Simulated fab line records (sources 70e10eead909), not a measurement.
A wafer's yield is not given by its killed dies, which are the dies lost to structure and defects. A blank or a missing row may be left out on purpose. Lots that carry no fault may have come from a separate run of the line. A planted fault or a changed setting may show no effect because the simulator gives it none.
fab line records + flow nand-harc
record
- lots=12
- wafers=36
- last-day=24
route steps=1159 shown A_STAIRCASE@615 END@1159
lots untouched by any fault: they come from a run of this same line in which no faults occurred
start-h: the number of hours between the record's first day and the start of the first shown wafer of the lot + wait-h: hours elapsed since this lot's preceding step + " same as the row above + L1.1+2: a row that stands for several wafers + - no value, or no start given + * or withheld: withheld + < > ~ a bound
route shown NAME@n: a module of which the file shows steps, and the number in the route of the first + usual: average and standard deviation across the fault-free wafers + same: alike in all rows + chamber/n: place in a boat + sites: each site's reading + _std_site: the values' standard deviation + _edge_site: mean of outer sites minus mean of inner sites + radius-mm: how far each site lies from the wafer's centre + mask NAME#n: copy n + behind: the last tool/chamber to shape the wafer + hold: why the lot was held/for how many hours/how that ended + device: transistor that didn't switch, given as n, p or np + end of line: the route-end tests of the same wafers + step lacking rows: just its recipe + killed: not the wafer's yield, but the dies lost to structure and defects at the first sort + map: shows each die of a wafer: x if killed, . if not, _ if none is there
set.NAME: the setting the step ran with; set.NAME@STEP: the setting that earlier step ran with + model.NAME: the simulator's own value behind a step, which no gauge read
one table for each step of the route and one row for each wafer, over a sample of lots
services: from which hour (start-h, from the record's first day; less than 0 if before it) a tool's chamber was out of use, for how many hours, and why
## steps
# step NHARC_A_STAIRCASE_ETCH_221
# recipe
- target-depth-a=1000
- time-s=40.5
- ion-energy-ev=400
- c4f8-flow-sccm=20
- o2-flow-sccm=10
- ar-flow-sccm=withheld
- rf-w=600
- bias-w=1000
- chemistry=C4F8/O2
# usual
- oes-product-au=0.942/0.015
- rf-fwd-power-W=592.5/2
- rf-vpp-V=894/4.8
# same
- time-s=40.5
| lot.wafer | tool        | chamber | start-h | wait-h | oes-product-au | rf-fwd-power-W | rf-hours-counter-h | rf-vpp-V |
|-----------|-------------|---------|---------|--------|----------------|----------------|--------------------|----------|
| L163.1    | rie-diel-01 | 0       | -       | -      | 0.942          | 591.7          | 35                 | 887      |
| L163.4    | "           | 2       | "       | "      | 0.922          | 592.9          | 44                 | 894      |
| L163.5    | "           | 0       | "       | "      | 0.947          | 593.0          | -                  | 889      |
| L165.1    | rie-diel-02 | 1       | -       | -      | 0.968          | 590.9          | 33                 | 898      |
| L165.2    | "           | 0       | "       | "      | 0.947          | 592.9          | 32                 | 895      |
| L165.6    | "           | 1       | "       | "      | 0.957          | 592.4          | -                  | 897      |
| L167.2    | rie-diel-01 | 3       | -       | -      | 0.938          | 591.0          | 45                 | 897      |
| L167.1    | "           | 2       | "       | "      | 0.949          | 592.6          | 49                 | 892      |
| L167.5    | "           | 0       | "       | "      | 0.950          | 590.7          | -                  | 887      |
| L169.4    | rie-diel-01 | 2       | -       | -      | 0.936          | 587.7          | 52                 | 892      |
| L169.5    | "           | 0       | "       | "      | 0.951          | 592.6          | -                  | 886      |
| L169.6    | "           | 1       | "       | "      | 0.930          | 593.2          | -                  | 888      |
| L170.2    | rie-diel-02 | 1       | -       | -      | 0.965          | 593.1          | 46                 | 898      |
| L170.1    | "           | 2       | "       | "      | 0.957          | 591.6          | 50                 | 887      |
| L170.4    | "           | 3       | "       | "      | 0.973          | 592.7          | 46                 | 896      |
| L172.4    | rie-diel-01 | 2       | -       | -      | 0.942          | 590.9          | 66                 | 892      |
| L172.1    | "           | 3       | "       | "      | 0.937          | 592.5          | 62                 | 897      |
| L172.5    | "           | 1       | "       | "      | 0.952          | 596.3          | -                  | 887      |
| L173.1    | rie-diel-02 | 0       | -       | -      | 0.942          | 590.9          | 51                 | 894      |
| L173.2    | "           | 2       | "       | "      | 0.947          | 591.8          | 57                 | 887      |
| L173.4    | "           | 3       | "       | "      | 0.940          | 593.3          | 53                 | 896      |
| L174.2    | rie-diel-01 | 1       | -       | -      | 0.940          | 595.1          | 0                  | 906      |
| L174.4    | "           | 3       | "       | "      | 0.944          | 590.3          | 0                  | 898      |
| L174.1    | "           | 0       | "       | "      | 0.939          | 591.0          | 0                  | 887      |
| L177.3    | rie-diel-01 | 2       | -       | -      | 0.924          | 592.0          | 7                  | 892      |
| L177.4    | "           | 3       | "       | "      | 0.927          | 588.5          | 6                  | 897      |
| L177.1    | "           | 1       | "       | "      | 0.929          | 593.5          | 5                  | 905      |
| L182.4    | rie-diel-02 | 1       | -       | -      | 0.946          | 590.2          | 7                  | 899      |
| L182.2    | "           | 2       | "       | "      | 0.955          | 594.4          | 6                  | 905      |
| L182.3    | "           | 0       | "       | "      | 0.939          | 592.1          | 7                  | 893      |
| L183.1    | rie-diel-04 | 0       | -       | -      | 0.922          | 598.8          | 30                 | 896      |
| L183.2    | "           | 1       | "       | "      | 0.926          | 594.3          | 27                 | 896      |
| L183.4    | "           | 1       | "       | "      | 0.940          | 594.0          | -                  | 896      |
| L185.4    | rie-diel-02 | 1       | -       | -      | 0.968          | 590.5          | 12                 | 897      |
| L185.1    | "           | 3       | "       | "      | 0.934          | 590.5          | 8                  | 896      |
| L185.6    | "           | 1       | "       | "      | 0.963          | 594.1          | -                  | 897      |
# step NHARC_A_STAIRCASE_TRIM_224
# recipe
- time-s=211.2
- o2-flow-sccm=500
- ar-flow-sccm=0
- bias-w=0
- chemistry=O2
# usual
- drypump-motor-current-A=5.5/0.43
- oes-product-au=1.003/0.0096
- rf-vpp-V=57.7/0.87
- showerhead-plenum-p-Torr=3.47/0.12
- throttle-valve-pct=17.038/0.0084
# same
- time-s=211.2
| lot.wafer | tool        | chamber | start-h | wait-h | drypump-motor-current-A | oes-product-au | rf-hours-counter-h | rf-vpp-V | showerhead-plenum-p-Torr | throttle-valve-pct |
|-----------|-------------|---------|---------|--------|-------------------------|----------------|--------------------|----------|--------------------------|--------------------|
| L163.1    | rie-diel-01 | 0       | -       | -      | 5.9                     | 1.020          | 36                 | 57.5     | 3.31                     | 17.040             |
| L163.4    | "           | 2       | "       | "      | 6.2                     | 1.003          | 44                 | 57.6     | 3.43                     | 17.032             |
| L163.5    | "           | 0       | "       | "      | 5.9                     | 1.019          | -                  | 56.8     | 3.31                     | 17.028             |
| L165.2    | rie-diel-02 | 3       | -       | -      | 5.4                     | 0.997          | 33                 | 59.8     | 3.54                     | 17.042             |
| L165.1    | "           | 1       | "       | "      | 5.5                     | 1.004          | 33                 | 57.4     | 3.59                     | 17.030             |
| L165.6    | "           | 2       | "       | "      | 5.2                     | 1.008          | -                  | 57.6     | 3.29                     | 17.031             |
| L167.2    | rie-diel-01 | 3       | -       | -      | 5.3                     | 1.001          | 45                 | 58.0     | 3.57                     | 17.034             |
| L167.1    | "           | 2       | "       | "      | 6.3                     | 1.008          | 50                 | 55.5     | 3.43                     | 17.054             |
| L167.5    | "           | 3       | "       | "      | 5.3                     | 1.007          | -                  | 58.5     | 3.57                     | 17.037             |
| L169.4    | rie-diel-01 | 1       | -       | -      | 4.8                     | 1.007          | 46                 | 56.9     | 3.29                     | 17.029             |
| L169.6    | "           | 2       | "       | "      | 6.2                     | 0.998          | -                  | 56.7     | 3.43                     | 17.041             |
| L169.5    | "           | 3       | "       | "      | 5.4                     | 0.990          | -                  | 58.7     | 3.57                     | 17.045             |
| L170.1    | rie-diel-02 | 0       | -       | -      | 6.0                     | 1.008          | 45                 | 57.4     | 3.48                     | 17.046             |
| L170.2    | "           | 1       | "       | "      | 5.5                     | 1.025          | 47                 | 58.6     | 3.58                     | 17.040             |
| L170.4    | "           | 3       | "       | "      | 5.4                     | 0.999          | 46                 | 57.0     | 3.53                     | 17.020             |
| L172.1    | rie-diel-01 | 1       | -       | -      | 4.7                     | 1.004          | 60                 | 57.0     | 3.28                     | 17.041             |
| L172.4    | "           | 3       | "       | "      | 5.4                     | 0.995          | 62                 | 58.0     | 3.56                     | 17.032             |
| L172.5    | "           | 0       | "       | "      | 5.9                     | 1.023          | -                  | 58.5     | 3.30                     | 17.019             |
| L173.1    | rie-diel-02 | 0       | -       | -      | 5.9                     | 1.003          | 51                 | 59.1     | 3.48                     | 17.044             |
| L173.4    | "           | 1       | "       | "      | 5.5                     | 1.001          | 52                 | 59.0     | 3.58                     | 17.035             |
| L173.2    | "           | 2       | "       | "      | 5.2                     | 1.008          | 57                 | 56.4     | 3.28                     | 17.028             |
| L174.1    | rie-diel-01 | 0       | -       | -      | 5.9                     | 1.005          | 0                  | 56.7     | 3.30                     | 17.042             |
| L174.2    | "           | 1       | "       | "      | 4.8                     | 0.989          | 0                  | 58.6     | 3.81                     | 17.043             |
| L174.4    | "           | 2       | "       | "      | 6.2                     | 1.002          | 0                  | 57.2     | 3.42                     | 17.030             |
| L177.4    | rie-diel-01 | 2       | -       | -      | 6.2                     | 1.003          | 7                  | 57.1     | 3.42                     | 17.047             |
| L177.3    | "           | 3       | "       | "      | 5.4                     | 0.990          | 6                  | 58.2     | 3.56                     | 17.042             |
| L177.1    | "           | 0       | "       | "      | 5.9                     | 0.995          | 5                  | 56.5     | 3.30                     | 17.034             |
| L182.3    | rie-diel-02 | 1       | -       | -      | 5.5                     | 1.017          | 7                  | 59.8     | 3.57                     | 17.036             |
| L182.2    | "           | 2       | "       | "      | 5.2                     | 1.006          | 6                  | 57.8     | 3.80                     | 17.051             |
| L182.4    | "           | 3       | "       | "      | 5.4                     | 1.004          | 6                  | 57.9     | 3.52                     | 17.048             |
| L183.2    | rie-diel-04 | 2       | -       | -      | 5.8                     | 0.999          | 27                 | 58.6     | 3.47                     | 17.036             |
| L183.1    | "           | 0       | "       | "      | 5.6                     | 0.999          | 30                 | 57.5     | 3.50                     | 17.039             |
| L183.4    | "           | 0       | "       | "      | 5.6                     | 1.000          | -                  | 56.5     | 3.50                     | 17.036             |
| L185.1    | rie-diel-02 | 3       | -       | -      | 5.4                     | 1.010          | 8                  | 57.5     | 3.52                     | 17.028             |
| L185.4    | "           | 1       | "       | "      | 5.5                     | 1.020          | 12                 | 58.9     | 3.57                     | 17.039             |
| L185.6    | "           | 0       | "       | "      | 6.0                     | 1.018          | -                  | 57.2     | 3.47                     | 17.040             |
# step NHARC_A_STAIRCASE_TRIM_229
# recipe
- time-s=211.2
- o2-flow-sccm=500
- ar-flow-sccm=0
- bias-w=0
- chemistry=O2
# usual
- drypump-motor-current-A=5.5/0.46
- oes-product-au=1.005/0.0088
- rf-vpp-V=57.7/0.88
- showerhead-plenum-p-Torr=3.50/0.15
- throttle-valve-pct=17.037/0.0088
# same
- time-s=211.2
| lot.wafer | tool        | chamber | start-h | wait-h | drypump-motor-current-A | oes-product-au | rf-hours-counter-h | rf-vpp-V | showerhead-plenum-p-Torr | throttle-valve-pct |
|-----------|-------------|---------|---------|--------|-------------------------|----------------|--------------------|----------|--------------------------|--------------------|
| L163.1    | rie-diel-04 | 1       | 254.95  | 0.1    | 4.9                     | 0.997          | 50                 | 57.5     | 3.54                     | 17.041             |
| L163.4    | "           | 3       | "       | "      | 5.3                     | 1.007          | 43                 | 57.4     | 3.38                     | 17.047             |
| L163.5    | "           | 2       | "       | "      | 5.9                     | 1.008          | -                  | 57.8     | 3.50                     | 17.039             |
| L165.1    | rie-diel-01 | 2       | 255.50  | 0.1    | 6.3                     | 1.009          | 45                 | 57.3     | 3.43                     | 17.047             |
| L165.2    | "           | 3       | "       | "      | 5.4                     | 0.998          | 40                 | 57.7     | 3.58                     | 17.027             |
| L165.6    | "           | 0       | "       | "      | 5.9                     | 1.020          | -                  | 56.4     | 3.31                     | 17.040             |
| L167.1    | rie-diel-04 | 3       | 268.42  | 0.6    | 5.3                     | 1.006          | 49                 | 56.6     | 3.38                     | 17.031             |
| L167.2    | "           | 1       | "       | "      | 4.9                     | 1.014          | 55                 | 58.5     | 3.53                     | 17.044             |
| L167.5    | "           | 0       | "       | "      | 5.6                     | 0.989          | -                  | 58.0     | 3.52                     | 17.021             |
| L169.4    | rie-diel-01 | 3       | 274.62  | 0.1    | 5.3                     | 1.010          | 49                 | 57.0     | 3.57                     | 17.027             |
| L169.6    | "           | 2       | "       | "      | 6.3                     | 1.012          | -                  | 57.9     | 3.43                     | 17.025             |
| L169.5    | "           | 3       | "       | "      | 5.4                     | 1.021          | -                  | 58.7     | 3.57                     | 17.032             |
| L170.1    | rie-diel-01 | 2       | 291.82  | 0.1    | 6.2                     | 1.006          | 62                 | 58.5     | 3.43                     | 17.024             |
| L170.4    | "           | 0       | "       | "      | 5.9                     | 1.012          | 54                 | 57.7     | 3.30                     | 17.029             |
| L170.2    | "           | 1       | "       | "      | 4.8                     | 1.002          | 54                 | 57.1     | 3.29                     | 17.044             |
| L172.1    | rie-diel-01 | 3       | 310.93  | 0.1    | 5.4                     | 1.003          | 62                 | 58.0     | 3.56                     | 17.046             |
| L172.4    | "           | 0       | "       | "      | 5.9                     | 1.018          | 60                 | 57.3     | 3.30                     | 17.030             |
| L172.5    | "           | 3       | "       | "      | 5.4                     | 1.001          | -                  | 57.9     | 3.56                     | 17.042             |
| L173.2    | rie-diel-02 | 0       | 313.81  | 0.1    | 6.0                     | 0.997          | 51                 | 57.6     | 3.48                     | 17.050             |
| L173.4    | "           | 1       | "       | "      | 5.5                     | 1.005          | 52                 | 58.0     | 3.58                     | 17.027             |
| L173.1    | "           | 2       | "       | "      | 5.2                     | 1.016          | 57                 | 57.0     | 3.28                     | 17.028             |
| L174.2    | rie-diel-01 | 2       | 326.06  | 0.1    | 6.2                     | 0.998          | 1                  | 56.8     | 3.42                     | 17.031             |
| L174.1    | "           | 0       | "       | "      | 5.9                     | 1.013          | 0                  | 57.0     | 3.30                     | 17.028             |
| L174.4    | "           | 1       | "       | "      | 4.7                     | 0.993          | 0                  | 58.1     | 3.81                     | 17.047             |
| L177.4    | rie-diel-01 | 1       | 336.68  | 0.1    | 4.8                     | 0.993          | 6                  | 59.0     | 3.80                     | 17.035             |
| L177.3    | "           | 2       | "       | "      | 6.2                     | 1.013          | 7                  | 56.8     | 3.42                     | 17.046             |
| L177.1    | "           | 3       | "       | "      | 5.3                     | 0.998          | 7                  | 57.7     | 3.56                     | 17.038             |
| L182.3    | rie-diel-01 | 2       | 352.57  | 0.1    | 6.2                     | 1.014          | 12                 | 58.2     | 3.42                     | 17.044             |
| L182.2    | "           | 3       | "       | "      | 5.4                     | 1.000          | 11                 | 58.4     | 3.56                     | 17.035             |
| L182.4    | "           | 0       | "       | "      | 5.9                     | 1.204          | 11                 | 57.2     | 3.30                     | 17.020             |
| L183.2    | rie-diel-01 | 2       | 370.54  | 0.1    | 6.2                     | 1.002          | 16                 | 56.8     | 3.41                     | 17.040             |
| L183.1    | "           | 3       | "       | "      | 5.4                     | 0.993          | 15                 | 58.6     | 3.55                     | 17.033             |
| L183.4    | "           | 0       | "       | "      | 5.9                     | 1.214          | 14                 | 57.0     | 3.29                     | 17.045             |
| L185.4    | rie-diel-02 | 1       | 374.65  | 0.1    | 5.5                     | 1.015          | 13                 | 58.0     | 3.57                     | 17.030             |
| L185.1    | "           | 0       | "       | "      | 6.0                     | 1.024          | 13                 | 58.6     | 3.47                     | 17.028             |
| L185.6    | "           | 1       | "       | "      | 5.5                     | 1.014          | -                  | 58.9     | 3.57                     | 17.048             |
# step NHARC_A_STAIRCASE_TRIM_233
# recipe
- time-s=211.2
- o2-flow-sccm=500
- ar-flow-sccm=0
- bias-w=0
- chemistry=O2
# usual
- drypump-motor-current-A=5.5/0.46
- oes-product-au=1.004/0.011
- rf-vpp-V=57.7/0.91
- showerhead-plenum-p-Torr=3.48/0.14
- throttle-valve-pct=17.037/0.0091
# same
- time-s=211.2
| lot.wafer | tool        | chamber | start-h | wait-h | drypump-motor-current-A | oes-product-au | rf-hours-counter-h | rf-vpp-V | showerhead-plenum-p-Torr | throttle-valve-pct |
|-----------|-------------|---------|---------|--------|-------------------------|----------------|--------------------|----------|--------------------------|--------------------|
| L163.4    | rie-diel-04 | 3       | -       | -      | 5.3                     | 0.993          | 44                 | 55.8     | 3.38                     | 17.051             |
| L163.1    | "           | 1       | "       | "      | 4.9                     | 1.000          | 51                 | 58.5     | 3.54                     | 17.037             |
| L163.5    | "           | 3       | "       | "      | 5.2                     | 1.000          | -                  | 57.1     | 3.38                     | 17.025             |
| L165.2    | rie-diel-01 | 1       | -       | -      | 4.8                     | 1.001          | 37                 | 58.9     | 3.29                     | 17.038             |
| L165.1    | "           | 2       | "       | "      | 6.2                     | 1.006          | 45                 | 57.4     | 3.43                     | 17.050             |
| L165.6    | "           | 1       | "       | "      | 4.8                     | 0.996          | -                  | 56.9     | 3.30                     | 17.050             |
| L167.1    | rie-diel-04 | 1       | -       | -      | 5.0                     | 1.007          | 55                 | 56.3     | 3.53                     | 17.029             |
| L167.2    | "           | 2       | "       | "      | 5.9                     | 1.006          | 56                 | 57.6     | 3.49                     | 17.034             |
| L167.5    | "           | 3       | "       | "      | 5.3                     | 1.004          | -                  | 58.2     | 3.38                     | 17.051             |
| L169.4    | rie-diel-01 | 2       | -       | -      | 6.2                     | 1.007          | 53                 | 57.6     | 3.43                     | 17.045             |
| L169.6    | "           | 3       | "       | "      | 5.4                     | 0.996          | -                  | 58.3     | 3.57                     | 17.065             |
| L169.5    | "           | 0       | "       | "      | 5.9                     | 1.017          | -                  | 57.5     | 3.31                     | 17.021             |
| L170.4    | rie-diel-01 | 1       | -       | -      | 4.7                     | 0.997          | 54                 | 56.2     | 3.29                     | 17.040             |
| L170.1    | "           | 2       | "       | "      | 6.2                     | 1.005          | 62                 | 57.4     | 3.42                     | 17.040             |
| L170.2    | "           | 3       | "       | "      | 5.4                     | 0.988          | 58                 | 57.5     | 3.57                     | 17.037             |
| L172.1    | rie-diel-01 | 0       | -       | -      | 5.9                     | 1.017          | 60                 | 57.7     | 3.30                     | 17.044             |
| L172.4    | "           | 1       | "       | "      | 4.8                     | 0.993          | 60                 | 58.4     | 3.28                     | 17.031             |
| L172.5    | "           | 1       | "       | "      | 4.8                     | 1.006          | -                  | 57.0     | 3.28                     | 17.042             |
| L173.2    | rie-diel-02 | 2       | -       | -      | 5.2                     | 1.033          | 58                 | 56.7     | 3.28                     | 17.026             |
| L173.4    | "           | 0       | "       | "      | 6.0                     | 1.016          | 51                 | 57.5     | 3.48                     | 17.055             |
| L173.1    | "           | 1       | "       | "      | 5.5                     | 1.021          | 53                 | 56.5     | 3.58                     | 17.038             |
| L174.4    | rie-diel-01 | 2       | -       | -      | 6.2                     | 1.007          | 1                  | 57.8     | 3.42                     | 17.031             |
| L174.1    | "           | 3       | "       | "      | 5.4                     | 0.990          | 1                  | 57.1     | 3.56                     | 17.018             |
| L174.2    | "           | 1       | "       | "      | 4.8                     | 0.990          | 1                  | 57.9     | 3.81                     | 17.035             |
| L177.3    | rie-diel-01 | 2       | -       | -      | 6.2                     | 1.008          | 7                  | 56.6     | 3.42                     | 17.043             |
| L177.1    | "           | 3       | "       | "      | 5.4                     | 0.982          | 7                  | 58.1     | 3.56                     | 17.032             |
| L177.4    | "           | 0       | "       | "      | 5.9                     | 0.992          | 6                  | 56.8     | 3.30                     | 17.036             |
| L182.4    | rie-diel-01 | 2       | -       | -      | 6.2                     | 0.999          | 12                 | 58.9     | 3.41                     | 17.035             |
| L182.2    | "           | 0       | "       | "      | 5.9                     | 0.997          | 11                 | 56.2     | 3.30                     | 17.030             |
| L182.3    | "           | 1       | "       | "      | 4.8                     | 0.990          | 11                 | 60.5     | 3.80                     | 17.035             |
| L183.1    | rie-diel-01 | 1       | -       | -      | 4.8                     | 1.007          | 15                 | 58.5     | 3.80                     | 17.039             |
| L183.4    | "           | 3       | "       | "      | 5.4                     | 0.999          | 16                 | 58.3     | 3.55                     | 17.036             |
| L183.2    | "           | 0       | "       | "      | 5.9                     | 1.005          | 14                 | 56.0     | 3.29                     | 17.031             |
| L185.1    | rie-diel-02 | 1       | -       | -      | 5.5                     | 1.021          | 13                 | 57.8     | 3.57                     | 17.029             |
| L185.4    | "           | 2       | "       | "      | 5.2                     | 1.024          | 12                 | 58.7     | 3.80                     | 17.044             |
| L185.6    | "           | 3       | "       | "      | 5.4                     | 1.024          | -                  | 57.2     | 3.52                     | 17.034             |
# step NHARC_END_SORT_01
# recipe
- temp-c=25
# usual
- killed-at-array=27/11
- killed-at-other=0.7/1.1
- killed-at-periphery=3.4/2.1
- killed-dies=31/12
- killed-open=3.6/2
- killed-short=2.0/1.3
# same
- gross-dies=677
| lot.wafer | tool      | chamber | start-h | wait-h | killed-at-array | killed-at-other | killed-at-periphery | killed-dies | killed-open | killed-short |
|-----------|-----------|---------|---------|--------|-----------------|-----------------|---------------------|-------------|-------------|--------------|
| L182.2    | prober-01 | 0       | 547.24  | 2.8    | 16              | 0               | 0                   | 16          | 1           | 1            |
| L182.3    | prober-01 | 0       | 548.04  | 3.1    | 15              | 0               | 1                   | 16          | 2           | 2            |
| L182.4    | prober-01 | 0       | 548.84  | 3.4    | 55              | 1               | 5                   | 61          | 3           | 2            |
| L183.1    | prober-02 | 0       | 557.17  | 2.6    | 32              | 0               | 0                   | 32          | 2           | 1            |
| L183.2    | prober-02 | 0       | 557.99  | 2.9    | 42              | 0               | 3                   | 45          | 5           | 2            |
| L183.4    | prober-02 | 0       | 559.63  | 3.5    | 112             | 0               | 1                   | 113         | 3           | 1            |
# killed by level:class
L182.2 A_SLIT:chamber-film-flake=6 A_CHANNEL_HOLE_D1:chamber-film-flake=4 A_CONTACT:chamber-film-flake=4 A_CHANNEL_FILL_D1:geometric-particle:open=1 A_SGD_CUT:geometric-particle:short=1
L182.3 A_SLIT:chamber-film-flake=5 A_SGD_CUT:chamber-film-flake=3 A_CONTACT:chamber-film-flake=3 P_STI:geometric-particle:short=1 A_WL_FILL:geometric-particle:open=1 A_M0:geometric-particle:open=1 A_M1:geometric-particle:short=1 A_CHANNEL_HOLE_D1:chamber-film-flake=1
L182.4 A_STAIRCASE:area-trim=35 A_SLIT:chamber-film-flake=9 A_CHANNEL_HOLE_D1:chamber-film-flake=5 P_GATE:chamber-film-flake=2 P_GATE:geometric-particle:open=1 A_CHANNEL_HOLE_D1:geometric-particle:open=1 A_WL_FILL:geometric-particle:short=1 A_M1:geometric-particle:short=1
L183.1 A_CHANNEL_HOLE_D1:chamber-film-flake=19 A_ZERO_WELL:chamber-film-flake=4 A_WL_FILL:chamber-film-flake=2 A_CONTACT:chamber-film-flake=2 A_CHANNEL_FILL_D1:geometric-particle:open=1 A_CONTACT:geometric-particle:short=1 A_CONTACT:geometric-particle:open=1 A_STAIRCASE:chamber-film-flake=1
L183.2 A_CHANNEL_HOLE_D1:chamber-film-flake=27 A_CONTACT:chamber-film-flake=4 A_ZERO_WELL:chamber-film-flake=3 A_SGD_CUT:chamber-film-flake=3 A_CONTACT:geometric-particle:open=2 P_STI:geometric-particle:short=1 P_CONTACT:geometric-particle:open=1 A_CHANNEL_FILL_D1:geometric-particle:short=1
L183.4 A_STAIRCASE:area-trim=71 A_CHANNEL_HOLE_D1:chamber-film-flake=30 A_CONTACT:chamber-film-flake=4 A_SGD_CUT:chamber-film-flake=2 P_M0:geometric-particle:open=1 A_CHANNEL_FILL_D1:geometric-particle:open=1 A_WL_FILL:geometric-particle:short=1 A_M0:geometric-particle:open=1
## services
| tool        | chamber | start-h | hours | kind       |
|-------------|---------|---------|-------|------------|
| rie-diel-01 | 0       | 236.14  | 16.6  | repair     |
| rie-diel-01 | 1       | 246.13  | -     | clean      |
| rie-diel-01 | 2       | 246.13  | -     | clean      |
| rie-diel-01 | 3       | 246.13  | -     | clean      |
| rie-diel-01 | 0       | 270.68  | -     | clean      |
| rie-diel-01 | 1       | 270.68  | -     | clean      |
| rie-diel-01 | 2       | 270.68  | -     | clean      |
| rie-diel-01 | 3       | 270.68  | -     | clean      |
| rie-diel-04 | -       | 288.94  | 9.0   | pm         |
| rie-diel-01 | 0       | 295.20  | -     | clean      |
| rie-diel-01 | 1       | 295.20  | -     | clean      |
| rie-diel-01 | 2       | 295.20  | -     | clean      |
| rie-diel-01 | 3       | 295.20  | -     | clean      |
| rie-diel-04 | 3       | 308.63  | 6.8   | repair     |
| rie-diel-01 | -       | 315.80  | 9.0   | pm         |
| rie-diel-01 | 0       | 315.80  | 9.0   | vent-cycle |
| rie-diel-01 | 1       | 315.80  | 9.0   | vent-cycle |
| rie-diel-01 | 2       | 315.80  | 9.0   | vent-cycle |
| rie-diel-01 | 3       | 315.80  | 9.0   | vent-cycle |
| rie-diel-01 | 0       | 324.80  | -     | clean      |
| rie-diel-01 | 1       | 324.80  | -     | clean      |
| rie-diel-02 | -       | 328.71  | 9.0   | pm         |
| rie-diel-02 | 3       | 355.31  | 12.3  | repair     |
| rie-diel-04 | 3       | 359.07  | 13.1  | repair     |
## key
first-sign
- step=NHARC_A_STAIRCASE_TRIM_229
- reading=oes-product-au
- direction=up
- sigmas=23
- usual=1.005
- struck=1.209
effect
- step=NHARC_END_SORT_01
- reading=killed-at-array
- direction=up
- sigmas=5
- usual=27
- struck=84
more-kills-born-at
- NHARC_A_STAIRCASE_TRIM_229@rie-diel-01=106
met-at NHARC_A_STAIRCASE_TRIM_229
struck-lots L182,L183
struck-wafers L182.4,L183.4
tester-left-out L182,L183
not-acting-at NHARC_A_STAIRCASE_ETCH_221,NHARC_A_STAIRCASE_TRIM_224,NHARC_A_STAIRCASE_TRIM_233
onset-between 326.06 352.57
fault
- kind=process-parameter-drift
- tool=rie-diel-01
- chamber=0
- onset-h=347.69
- steps=NHARC_A_STAIRCASE_TRIM_229
- channel=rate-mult
- offset=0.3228
- shape=step
- end-h=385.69
# tester-left-out: of these lots the tester's yield and bins aren't shown, on N5 and GAA mostly nor the transistor test; their killed dies are dies lost to structure and defects alone, not to doping, threshold or leakage, so they don't give the yield
